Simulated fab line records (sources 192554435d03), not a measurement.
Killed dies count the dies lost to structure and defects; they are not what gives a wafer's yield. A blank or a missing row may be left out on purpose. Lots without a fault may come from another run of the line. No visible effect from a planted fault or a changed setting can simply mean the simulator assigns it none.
Which tool is to blame? | flow n5Finfet | 11 lots with 32 wafers sampled at 5 steps, on a route of 1938 steps

## WHAT THE GAUGES SHOWED, per wafer
The record lacks any reading of a measuring or inspecting step that a usual standard deviation could be used to judge.

## TOOL THAT RAN EACH LOT (tool first, then ch and the chambers of the sampled wafers, then the start)
lot  | N5_BEOL_M15_DESCUM_15             | N5_BEOL_M15_STRIP_63                         | N5_BEOL_M15_ANNEAL_48           | N5_MIM_TOP_SPUTTER_03       | N5_PASSIVATION_PROBE_49
L653 | rieDiel-06 ch 0,1,3, day 12 02:17 | rieDiel-06 ch 0,1,3, day 12 08:48 or earlier | rtpAnneal-01 ch 0, day 12 08:48 | pvdSputter-03, day 12 14:29 | -
L652 | rieDiel-06 ch 1,2, day 12 10:47   | rieDiel-06 ch 1,2, day 12 13:55 or earlier   | rtpAnneal-01, day 12 13:55      | pvdSputter-03, day 12 17:16 | -
L654 | rieDiel-02 ch 0,1,3, day 12 10:58 | rieDiel-02 ch 0,1,3, day 12 17:02 or earlier | rtpAnneal-01, day 12 17:02      | pvdSputter-01, day 12 23:01 | -
L657 | rieDiel-05 ch 2,3, day 13 06:23   | rieDiel-05 ch 2,3, day 13 10:20 or earlier   | rtpAnneal-02 ch 0, day 13 10:20 | pvdSputter-02, day 13 14:02 | -
L666 | rieDiel-02 ch 0,3, day 15 06:50   | rieDiel-02 ch 0,3, day 15 12:07 or earlier   | rtpAnneal-01 ch 0, day 15 12:07 | pvdSputter-03, day 15 15:11 | -
L665 | rieDiel-05 ch 0,1,2, day 16 00:31 | rieDiel-05 ch 0,1,2, day 16 04:20 or earlier | rtpAnneal-02 ch 0, day 16 04:20 | pvdSputter-03, day 16 08:34 | -
L668 | rieDiel-05 ch 1,3, day 16 01:52   | rieDiel-05 ch 1,3, day 16 07:07 or earlier   | rtpAnneal-01 ch 0, day 16 07:07 | pvdSputter-01, day 16 11:47 | -
L669 | rieDiel-05 ch 1,3, day 16 05:37   | rieDiel-05 ch 1,3, day 16 09:35 or earlier   | rtpAnneal-02 ch 0, day 16 09:35 | pvdSputter-03, day 16 15:22 | -
L673 | rieDiel-05 ch 1,2,3, day 17 00:59 | rieDiel-05 ch 1,2,3, day 17 04:23 or earlier | rtpAnneal-01 ch 0, day 17 04:23 | pvdSputter-01, day 17 07:53 | prober-02, day 17 20:47
L671 | rieDiel-05 ch 0,1,2, day 17 05:19 | rieDiel-05 ch 0,1,2, day 17 08:46 or earlier | rtpAnneal-02 ch 0, day 17 08:46 | pvdSputter-01, day 17 13:25 | prober-01, day 18 03:01
L674 | rieDiel-05 ch 0,2,3, day 17 09:13 | rieDiel-05 ch 0,2,3, day 17 13:14 or earlier | rtpAnneal-01 ch 0, day 17 13:14 | pvdSputter-01, day 17 16:20 | -
- N5_BEOL_M15_DESCUM_15: chemistry O2, time 7.9 s.
- N5_BEOL_M15_STRIP_63: strips in O2.
- N5_BEOL_M15_ANNEAL_48: time 90 s.
- N5_MIM_TOP_SPUTTER_03: material TiN, target thk 35 nm, time 89.7 s.
- N5_PASSIVATION_PROBE_49

## WHAT THE TOOLS THEMSELVES READ (means of the sampled wafers that have a number; where no wafer has one, the mark that the record gives instead)
N5_BEOL_M15_DESCUM_15. Usual: drypumpMotorCurrentA 5.8 A, standard deviation 0.34; o2FlowSccm 225.0 sccm, standard deviation 0.68; oesProductAu 0.79 a.u., standard deviation 0.095; rfVppV 242.9 V, standard deviation 1.8; showerheadPlenumPTorr 2.07 Torr, standard deviation 0.11; throttleValvePct 20.4 %, standard deviation 0.33.
lot  | tool       | drypumpMotorCurrentA (A) | o2FlowSccm (sccm) | oesProductAu (a.u.) | rfVppV (V) | showerheadPlenumPTorr (Torr) | throttleValvePct (%) | flag
L653 | rieDiel-06 | 6.2                      | 225.4             | 0.81                | 242.4      | 2.06                         | 20.4                 | 
L652 | rieDiel-06 | 5.7                      | 224.3             | 0.73                | 243.6      | 2.10                         | 20.3                 | 
L654 | rieDiel-02 | 5.8                      | 224.7             | 0.74                | 241.9      | 2.03                         | 20.4                 | 
L657 | rieDiel-05 | 6.0                      | 224.6             | 0.74                | 242.8      | 2.06                         | 20.4                 | 
L666 | rieDiel-02 | 5.7                      | 224.8             | 0.76                | 241.9      | 2.04                         | 20.4                 | 
L665 | rieDiel-05 | 5.7                      | 224.8             | 0.85                | 243.1      | 2.07                         | 20.3                 | 
L668 | rieDiel-05 | 5.7                      | 226.2             | 0.90                | 245.3      | 2.23                         | 20.8                 | 
L669 | rieDiel-05 | 5.6                      | 225.3             | 0.89                | 245.7      | 2.23                         | 20.8                 | 
L673 | rieDiel-05 | 5.8                      | 225.3             | 0.79                | 243.1      | 2.10                         | 20.5                 | 
L671 | rieDiel-05 | 5.6                      | 225.0             | 0.82                | 242.5      | 2.07                         | 20.3                 | 
L674 | rieDiel-05 | 5.8                      | 224.7             | 0.74                | 242.6      | 2.02                         | 20.3                 | 

N5_BEOL_M15_STRIP_63. Usual: drypumpMotorCurrentA 5.8 A, standard deviation 0.34; o2FlowSccm 225.1 sccm, standard deviation 0.66; oesProductAu 0.79 a.u., standard deviation 0.095; rfVppV 3.7 V, standard deviation 0.72; showerheadPlenumPTorr 2.08 Torr, standard deviation 0.11; throttleValvePct 16.69 %, standard deviation 0.3.
lot  | tool       | drypumpMotorCurrentA (A) | o2FlowSccm (sccm) | oesProductAu (a.u.) | rfVppV (V) | showerheadPlenumPTorr (Torr) | throttleValvePct (%) | flag
L653 | rieDiel-06 | 6.1                      | 224.4             | 0.80                | 4.3        | 2.06                         | 16.66                | 
L652 | rieDiel-06 | 5.6                      | 225.3             | 0.73                | 3.9        | 2.10                         | 16.64                | 
L654 | rieDiel-02 | 5.8                      | 225.0             | 0.73                | 3.3        | 2.03                         | 16.67                | 
L657 | rieDiel-05 | 5.9                      | 224.9             | 0.74                | 3.3        | 2.07                         | 16.74                | 
L666 | rieDiel-02 | 5.8                      | 225.9             | 0.74                | 2.8        | 2.04                         | 16.62                | 
L665 | rieDiel-05 | 5.6                      | 224.7             | 0.84                | 4.1        | 2.07                         | 16.58                | 
L668 | rieDiel-05 | 5.6                      | 224.9             | 0.90                | 3.4        | 2.23                         | 16.94                | 
L669 | rieDiel-05 | 5.6                      | 224.6             | 0.90                | 2.5        | 2.23                         | 16.94                | 
L673 | rieDiel-05 | 5.8                      | 225.1             | 0.79                | 4.0        | 2.11                         | 16.80                | 
L671 | rieDiel-05 | 5.7                      | 224.9             | 0.82                | 3.3        | 2.07                         | 16.61                | 
L674 | rieDiel-05 | 5.8                      | 225.2             | 0.75                | 3.6        | 2.02                         | 16.63                | 

N5_BEOL_M15_ANNEAL_48. Usual: annealTempC 225.01 C, standard deviation 0.17; annealTempCMax 226.12, standard deviation 0.24; wafer_temp_C_max 226.32, standard deviation 0.29.
lot  | tool         | annealTempC (C) | annealTempCMax | wafer_temp_C_max | flag
L653 | rtpAnneal-01 | 225.13          | 226.36         | 226.44           | 
L652 | rtpAnneal-01 | -               | -              | -                | OFF
L654 | rtpAnneal-01 | -               | -              | -                | OFF
L657 | rtpAnneal-02 | 224.88          | 226.05         | 226.06           | 
L666 | rtpAnneal-01 | 224.94          | 225.98         | 226.17           | 
L665 | rtpAnneal-02 | 225.14          | 226.06         | 226.18           | 
L668 | rtpAnneal-01 | 224.95          | 226.06         | 226.38           | 
L669 | rtpAnneal-02 | 225.14          | 226.15         | 226.49           | 
L673 | rtpAnneal-01 | 225.02          | 226.18         | 226.26           | 
L671 | rtpAnneal-02 | 225.05          | 226.01         | 226.28           | 
L674 | rtpAnneal-01 | 224.79          | 225.65         | 226.36           | 

N5_MIM_TOP_SPUTTER_03. Usual: susceptorTempC 199.99 C, standard deviation 0.16; throttleValvePct 30.4 %, standard deviation 0.58.
lot  | tool          | susceptorTempC (C) | throttleValvePct (%) | flag
L653 | pvdSputter-03 | 200.31             | 30.6                 | 
L652 | pvdSputter-03 | 200.05             | 30.9                 | 
L654 | pvdSputter-01 | 199.90             | 30.4                 | 
L657 | pvdSputter-02 | 199.95             | 29.3                 | 
L666 | pvdSputter-03 | 199.88             | 30.4                 | 
L665 | pvdSputter-03 | 199.95             | 30.9                 | 
L668 | pvdSputter-01 | 200.05             | 30.5                 | 
L669 | pvdSputter-03 | 200.00             | 29.8                 | 
L673 | pvdSputter-01 | 199.97             | 30.4                 | 
L671 | pvdSputter-01 | 200.06             | 30.2                 | 
L674 | pvdSputter-01 | 200.02             | 30.4                 | 

N5_PASSIVATION_PROBE_49. Usual: defectLimitedYield 91.1 %, standard deviation 1.4; killed_at_M0_to_M3 36, standard deviation 9.9; killed_at_M4_up 13, standard deviation 5.8; killedAtContacts 14, standard deviation 5.9; killedAtFrontEnd 39, standard deviation 11; killedAtOther 3.4, standard deviation 2.9; killedDies 105, standard deviation 17; killedOnRim 15, standard deviation 3.9; killedOpen 70, standard deviation 13; killedShort 34, standard deviation 7.3; sort_bin_5_function 5.3 %, standard deviation 1; sort_bin_6_memory 3.3 %, standard deviation 0.62; sortNPass 1075, standard deviation 17; sortYieldPct 91.1 %, standard deviation 1.4.
lot  | tool      | defectLimitedYield (%) | killed_at_M0_to_M3 | killed_at_M4_up | killedAtContacts | killedAtFrontEnd | killedAtOther | killedDies | killedOnRim | killedOpen | killedShort | sort_bin_5_function (%) | sort_bin_6_memory (%) | sortNPass | sortYieldPct (%) | flag
L673 | prober-02 | 90.4                   | 36                 | 15              | 24               | 33               | 6.3           | 114        | 15          | 79         | 35          | 5.7                     | 3.7                   | 1066      | 90.4             | 
L671 | prober-01 | 91.4                   | 26                 | 26              | 14               | 33               | 2.7           | 102        | 14          | 72         | 29          | 5.4                     | 2.8                   | 1078      | 91.4             | 

## THE ANSWER, worked out from the rows above alone
Rule: a lot counts as off when the mean over its wafers that have a number is more than 3 standard deviations away from the usual mean. Also off: a lot with no number at a reading for which 4 or more lots have one. Where the step has rows for the other lots, those lots are counted as sound. After the gauges, taken in route order, come the tools' own readings; for these a lot's mean is taken, as printed above. At the first step where some lot is off, the reading lying furthest off is the one used; lots without a number count as furthest.
Off: L652, L654, at N5_BEOL_M15_ANNEAL_48 (annealTempC). Without a number there: L652, L654.
A tool fits if, at that step or a process step before it, it ran every lot that is off, and no sound lot after the first of them. With no start given for some of its lots, N5_BEOL_M15_STRIP_63 uses the hours and lot order of N5_BEOL_M15_ANNEAL_48. Of those tried, none fits.

## WHAT WAS PUT IN BY THE SIMULATOR
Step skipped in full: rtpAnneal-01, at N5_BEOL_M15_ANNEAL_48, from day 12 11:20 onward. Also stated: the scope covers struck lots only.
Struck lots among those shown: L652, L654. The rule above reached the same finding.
